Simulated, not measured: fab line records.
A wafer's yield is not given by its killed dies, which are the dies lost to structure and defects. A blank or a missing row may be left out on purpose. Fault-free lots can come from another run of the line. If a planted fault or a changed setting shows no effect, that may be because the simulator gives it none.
Which tool did it? | flow nandHarc | 39 wafers from 13 lots sampled at 5 of the route's 1302 steps

WHAT EACH GAUGE READ, for each wafer
NHARC_THIN_TSV_CD_MEAS_37. Usual: 5000.0 nm for cdNm, sd 2.7.
lot  | measured     | on       | cdNm (nm)            | flag
L936 | day 25 03:02 | cdSem-03 | 4999.8 4997.3 4995.9 | 
L938 | day 25 01:39 | cdSem-03 | 4997.6 4999.4 5001.1 | 
L940 | day 27 04:25 | cdSem-01 | 4998.1 5001.0 5004.5 | 
L941 | day 26 14:44 | cdSem-01 | 4997.0 4997.7 5000.1 | 
L942 | day 27 15:32 | cdSem-01 | 5002.5 5001.7 5003.9 | 
L943 | day 27 16:59 | cdSem-03 | 5004.6 5000.5 5005.9 | 
L944 | day 27 18:35 | cdSem-01 | 5001.6 5003.3 4998.6 | 
L946 | day 28 12:34 | cdSem-01 | 4996.6 4999.3 5003.8 | 
L945 | day 28 13:57 | cdSem-02 | 5000.1 5001.0 4995.3 | 
L947 | day 28 18:10 | cdSem-02 | 5000.9 5002.0 4998.4 | 
L952 | day 31 15:10 | cdSem-01 | 5004.2 4999.3 5000.5 | 
L953 | day 31 13:43 | cdSem-03 | 5001.4 5001.2 5001.3 | 
L957 | day 34 06:28 | cdSem-01 | 5003.5 4998.2 4996.6 | 

NHARC_END_SORT_01. Usual: killedAtArray 52, standard deviation 17; killedAtOther 0.9, standard deviation 1.2; killedAtPeriphery 3.9, standard deviation 2.7; killedDies 57, standard deviation 16; killedOpen 3.3, standard deviation 1.9; killedShort 2.5, standard deviation 1.5.
lot  | measured     | on        | killedAtArray | killedAtOther | killedAtPeriphery | killedDies  | killedOpen | killedShort | flag
L947 | day 29 09:29 | prober-02 | 37            | 3             | 7                 | 47          | 6          | 1           | 
L952 | day 31 22:09 | prober-02 | 128 153 134   | 0 0 1         | 3 3 1             | 131 156 136 | 3 2 5      | 0 1 1       | OFF
L953 | day 31 21:22 | prober-01 | 138 129 125   | 0 0 1         | 6 11 8            | 144 140 134 | 7 4 5      | 3 2 2       | OFF

TOOL THAT RAN EACH LOT (tool first, then ch and the chambers of the sampled wafers, then the start)
lot  | NHARC_A_ONON_D2_DEP_06          | NHARC_THIN_TSV_PVD_19                  | NHARC_THIN_TSV_STRIP_56
L936 | pecvdOnon-02 ch 0, day 12 23:05 | pvdSputter-03, day 25 02:14 or earlier | plasmaAsher-02 ch 0, day 25 02:14
L938 | pecvdOnon-04 ch 0, day 13 15:44 | pvdSputter-01, day 25 00:50 or earlier | plasmaAsher-01 ch 1, day 25 00:50
L940 | pecvdOnon-01 ch 0, day 15 01:36 | pvdSputter-02, day 27 03:37 or earlier | plasmaAsher-02 ch 1, day 27 03:37
L941 | pecvdOnon-04 ch 0, day 15 01:49 | pvdSputter-02, day 26 14:01 or earlier | plasmaAsher-02 ch 0,1, day 26 14:01
L942 | pecvdOnon-04 ch 0, day 15 13:16 | pvdSputter-02, day 27 14:47 or earlier | plasmaAsher-01 ch 0,1, day 27 14:47
L943 | pecvdOnon-02 ch 0, day 15 21:30 | pvdSputter-01, day 27 16:11 or earlier | plasmaAsher-01 ch 0,1, day 27 16:11
L944 | pecvdOnon-01 ch 0, day 16 05:16 | pvdSputter-03, day 27 14:08            | plasmaAsher-01 ch 0,1, day 27 17:47
L946 | pecvdOnon-04 ch 0, day 16 22:04 | pvdSputter-01, day 28 11:47 or earlier | plasmaAsher-01 ch 0,1, day 28 11:47
L945 | pecvdOnon-01 ch 0, day 16 22:11 | pvdSputter-03, day 28 13:14 or earlier | plasmaAsher-01 ch 0,1, day 28 13:14
L947 | pecvdOnon-01 ch 0, day 17 12:44 | pvdSputter-02, day 28 17:22 or earlier | plasmaAsher-01 ch 0, day 28 17:22
L952 | pecvdOnon-04 ch 0, day 20 00:02 | pvdSputter-01, day 31 14:25 or earlier | plasmaAsher-02 ch 0,1, day 31 14:25
L953 | pecvdOnon-04 ch 0, day 20 00:25 | pvdSputter-03, day 31 12:56 or earlier | plasmaAsher-01 ch 0,1, day 31 12:56
L957 | pecvdOnon-01 ch 0, day 22 00:52 | pvdSputter-02, day 34 05:40 or earlier | plasmaAsher-01 ch 0,1, day 34 05:40
- NHARC_A_ONON_D2_DEP_06: target thk 1000 nm.
- NHARC_THIN_TSV_PVD_19: deposits TaN, target thk 20 nm.
- NHARC_THIN_TSV_STRIP_56: strips in O2.

WHAT THE TOOLS THEMSELVES READ (means of the sampled wafers that have a number; where no wafer has one, the mark that the record gives instead)
NHARC_A_ONON_D2_DEP_06. Usual: 209.8 sccm for sih4FlowSccm, sd 0.55.
lot  | tool         | sih4FlowSccm (sccm) | flag
L936 | pecvdOnon-02 | 209.3               | 
L938 | pecvdOnon-04 | 210.4               | 
L940 | pecvdOnon-01 | 209.5               | 
L941 | pecvdOnon-04 | 209.3               | 
L942 | pecvdOnon-04 | 210.6               | 
L943 | pecvdOnon-02 | 210.4               | 
L944 | pecvdOnon-01 | 209.7               | 
L946 | pecvdOnon-04 | 210.2               | 
L945 | pecvdOnon-01 | 209.4               | 
L947 | pecvdOnon-01 | 209.2               | 
L952 | pecvdOnon-04 | 210.4               | 
L953 | pecvdOnon-04 | 209.9               | 
L957 | pecvdOnon-01 | 209.5               | 

NHARC_THIN_TSV_PVD_19. Usual: chamberPressurePa 4.999 Pa, standard deviation 0.0099; throttleValvePct 30.0 %, standard deviation 1.2.
lot  | tool          | chamberPressurePa (Pa) | throttleValvePct (%) | flag
L936 | pvdSputter-03 | 5.005                  | 30.0                 | 
L938 | pvdSputter-01 | 4.995                  | 29.3                 | 
L940 | pvdSputter-02 | 5.001                  | 30.2                 | 
L941 | pvdSputter-02 | 5.002                  | 30.6                 | 
L942 | pvdSputter-02 | 4.992                  | 29.9                 | 
L943 | pvdSputter-01 | 4.992                  | 29.6                 | 
L944 | pvdSputter-03 | 4.986                  | 29.4                 | 
L946 | pvdSputter-01 | 5.001                  | 29.8                 | 
L945 | pvdSputter-03 | 5.004                  | 30.5                 | 
L947 | pvdSputter-02 | 5.001                  | 30.7                 | 
L952 | pvdSputter-01 | 5.000                  | 29.3                 | 
L953 | pvdSputter-03 | 4.998                  | 28.6                 | 
L957 | pvdSputter-02 | 4.985                  | 29.9                 | 

NHARC_THIN_TSV_STRIP_56. Usual: drypumpMotorCurrentA 5.7 A, standard deviation 0.41; heaterPowerW 330 W, standard deviation 33.
lot  | tool           | drypumpMotorCurrentA (A) | heaterPowerW (W) | flag
L936 | plasmaAsher-02 | 5.8                      | 331              | 
L938 | plasmaAsher-01 | 5.3                      | 303              | 
L940 | plasmaAsher-02 | 5.3                      | 389              | 
L941 | plasmaAsher-02 | 5.7                      | 349              | 
L942 | plasmaAsher-01 | 5.6                      | 305              | 
L943 | plasmaAsher-01 | 6.0                      | 308              | 
L944 | plasmaAsher-01 | 5.6                      | 310              | 
L946 | plasmaAsher-01 | 6.0                      | 309              | 
L945 | plasmaAsher-01 | 5.9                      | 306              | 
L947 | plasmaAsher-01 | 6.3                      | 312              | 
L952 | plasmaAsher-02 | 5.5                      | 370              | 
L953 | plasmaAsher-01 | 6.0                      | 321              | 
L957 | plasmaAsher-01 | 6.0                      | 319              | 

THE ANSWER, worked out from the rows above alone
Rule: a lot counts as off when the mean over its wafers that have a number is more than 3 standard deviations away from the usual mean. A lot without any number at a reading at which 4 lots or more have one is off too. Where the step has rows for the other lots, those lots are counted as sound. Order of review: gauges by route order, followed by the tools' own readings, for which a lot's mean as printed above is used. At the first step where some lot is off, the reading lying furthest off is the one used; lots without a number count as furthest.
Off: L952, L953, at NHARC_END_SORT_01 (killedDies). Neither off nor sound, because the step has no rows for them: L936, L938, L940, L941, L942, L943, L944, L946, L945, L957.
If a tool, at a process step before that reading, ran all the lots that are off and no sound lot after the first of them, it fits. The gauges at NHARC_END_SORT_01 are tried like those tools. With no start given for some of its lots, NHARC_THIN_TSV_PVD_19 uses the hours and lot order of NHARC_THIN_TSV_STRIP_56. One fits: NHARC_A_ONON_D2_DEP_06 on pecvdOnon-04. It ran no sound lot before its first lot that is off in this sample, so the start can't be narrowed down.

WHAT THE SIMULATOR HAD INSERTED
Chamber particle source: pecvdOnon-04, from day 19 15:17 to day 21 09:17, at NHARC_A_ONON_D2_DEP_06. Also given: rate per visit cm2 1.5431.
Shown lots that were struck: L953, L952. The rule given above showed the same thing.
